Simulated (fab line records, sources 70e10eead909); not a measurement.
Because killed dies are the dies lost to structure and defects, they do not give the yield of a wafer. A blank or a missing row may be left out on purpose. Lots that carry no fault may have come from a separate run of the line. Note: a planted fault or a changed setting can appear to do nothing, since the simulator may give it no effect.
A struck lot beside a sound one :: flow nand harc :: 19 steps out of a route of 1302
Sound: the wafers L457.1, L457.4, L457.5. Wafers struck: L460.1, L460.4, L460.5. Last of all comes the cause.
Order at every step that has rows: each side's tool, ch and its chambers, its first start. Under that, the readings that differ: sound wafers :: struck wafers :: difference of the means :: sigmas: that difference in standard deviations of wafers without a fault.
alike: words and numbers the same on both sides, and readings whose means are apart by under 2 such deviations; not compared: readings that were withheld, readings missing a value for some wafer, numbers with overlapping values and no deviation given by the record, and bounds like >300 which may hide the same value.
Wherever a step has rows on one side only, a row that says differs or no value, or a row with sigmas, the two part there. Numbers that have no deviation but don't overlap get no sigmas and don't part them. Lack of a reading on every wafer of one side parts them only where that side has two or more wafers.

NHARC_P_GATE_CD_MEAS_59: target cd 720 nm.
  sound on cd sem-03 ch 0, day 7 11:10; struck on cd sem-01 ch 0, day 9 02:47
  alike: cd nm
then, 1 step without rows for these wafers: NHARC_P_GATE_HARDBAKE_60 (time 80 s).
NHARC_P_GATE_DESCUM_61: chemistry O2, time 3 s.
  sound on rie diel-08 ch 0,2, day 7 11:20; struck on rie diel-04 ch 0,2, day 9 02:56
  alike: chamber pressure mTorr, drypump motor current A, oes product au, rf vpp V, showerhead plenum p Torr, throttle valve pct
  not compared: rf hours counter h
following that, these wafers have no rows for 1 step: NHARC_P_GATE_IMPLANT_62.
NHARC_P_GATE_STRIP_112: strips in N2/H2, time 200 s.
  sound on plasma asher-02 ch 0,1, day 7 11:42; struck on plasma asher-02 ch 0,1, day 9 03:19
  alike: drypump motor current A, heater power w
  not compared: rf hours counter h
NHARC_P_GATE_STRIP_76: strips in O2.
  sound on plasma asher-02 ch 0,1, day 7 11:58; struck on plasma asher-02 ch 0,1, day 9 03:34
  alike: drypump motor current A, heater power w
  not compared: rf hours counter h
then, 6 steps without rows for these wafers: NHARC_P_GATE_STRIP_63 (strips in SPM, time 900 s); NHARC_P_GATE_DEHYDRATE_83 (time 120 s); NHARC_P_GATE_HMDS_84 (time 30 s); NHARC_P_GATE_COAT_85; NHARC_P_GATE_SOFTBAKE_86 (time 95 s); NHARC_P_GATE_EBR_87.
NHARC_P_GATE_EXPOSE_88: exposes mask P HVN, target cd 2000 nm.
  sound on krf scanner-03 ch 0, day 7 12:36; struck on krf scanner-01 ch 0, day 9 04:12
reading: exposure dose mJ cm2
sound: 11.873 11.860 11.854
struck: 16.123 16.109 16.120
difference: +4.255
sigmas: +99 or more
  alike: mask
then, 2 steps without rows for these wafers: NHARC_P_GATE_PEB_89 (peb time 85 s); NHARC_P_GATE_DEVELOP_90 (time 70 s).
NHARC_P_GATE_CD_MEAS_91: target cd 2000 nm.
  sound on cd sem-03 ch 0, day 7 12:45; struck on cd sem-01 ch 0, day 9 04:22
reading: cd nm (nm)
sound: 1997.3 1997.7 1998.1
struck: 2053.7 2053.8 2054.4
difference: +56.3
sigmas: +31
then, 1 step without rows for these wafers: NHARC_P_GATE_HARDBAKE_92 (time 80 s).
NHARC_P_GATE_DESCUM_93: chemistry O2, time 3 s.
  sound on rie diel-08 ch 0,1, day 7 12:55; struck on rie diel-01 ch 0,2,3, day 9 04:32
reading: model.P_GATE.cd nm (nm)
sound: 1997 1997 1998
struck: 2054 2054 2055
difference: +57
sigmas: 
  alike: chamber pressure mTorr, drypump motor current A, oes product au, rf vpp V, showerhead plenum p Torr, throttle valve pct
  not compared: rf hours counter h
following that, these wafers have no rows for 1 step: NHARC_P_GATE_IMPLANT_94.

## WHERE THEY PART
Last at NHARC_P_GATE_CD_MEAS_91 as far as this record goes, first at NHARC_P_GATE_EXPOSE_88. Later steps at which nothing parts them and some readings are alike: NHARC_P_GATE_DESCUM_93.

WHY: whatever the simulator had introduced
Process parameters drifting: krf scanner-01 at NHARC_P_GATE_EXPOSE_88, beginning at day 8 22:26. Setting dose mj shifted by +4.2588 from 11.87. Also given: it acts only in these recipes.
